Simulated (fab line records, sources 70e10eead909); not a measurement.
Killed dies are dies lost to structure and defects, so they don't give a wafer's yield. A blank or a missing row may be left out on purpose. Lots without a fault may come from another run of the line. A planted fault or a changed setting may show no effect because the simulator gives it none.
Chamber matching | flow nand_harc | NHARC_A_STAIRCASE_DESCUM_219 on rie_diel-05: 4 sister chambers
The step chemistry O2, time 3 s. 7 wafers are shown with their chamber, then 8 later ones without.

WAFERS WITH THEIR CHAMBER
wafer  | chamber | showerhead_plenum_p_Torr (Torr) | drypump_motor_current_A (A)
L076.1 | 2       | 1.82                            | 6.4
L078.3 | 3       | 1.77                            | 4.9
L079.1 | 3       | 1.77                            | 4.9
L082.2 | 0       | 1.98                            | 5.5
L082.3 | 1       | 1.85                            | 6.7
L082.4 | 2       | 1.82                            | 6.3
L092.4 | 1       | 1.84                            | 6.6

WAFERS WITHOUT THEIR CHAMBER
wafer  | showerhead_plenum_p_Torr (Torr) | drypump_motor_current_A (A)
L092.5 | 1.97                            | 5.5
L092.6 | 1.84                            | 6.6
L097.2 | 2.06                            | 4.9
L097.3 | 1.97                            | 5.5
L097.5 | 1.80                            | 6.3
L096.2 | 1.80                            | 6.3
L096.3 | 1.97                            | 5.5
L096.6 | 1.80                            | 6.3

WHICH CHAMBER EACH WENT THROUGH
wafer  | from the rows above | in truth
L092.5 | 0                   | 0
L092.6 | 1                   | 1
L097.2 | 0                   | 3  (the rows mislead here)
L097.3 | 0                   | 0
L097.5 | 2                   | 2
L096.2 | 2                   | 2
L096.3 | 0                   | 0
L096.6 | 2                   | 2
Placed correctly: 7 of 8. Can't be placed from these rows: 0. Placed wrongly: 1.
How it was worked out, from the rows above alone: a wafer's distance from a chamber is the root of the sum, over the readings, of the square of ((its reading less the chamber's mean) divided by the reading's scatter). The wafer belongs to the nearest chamber; if the next one is less than 2 further off, it can't be placed. A chamber's mean is the mean of its shown wafers. The scatter: the root of (the sum of the squares of (reading less its chamber's mean) over the shown wafers, divided by (wafers less chambers)).
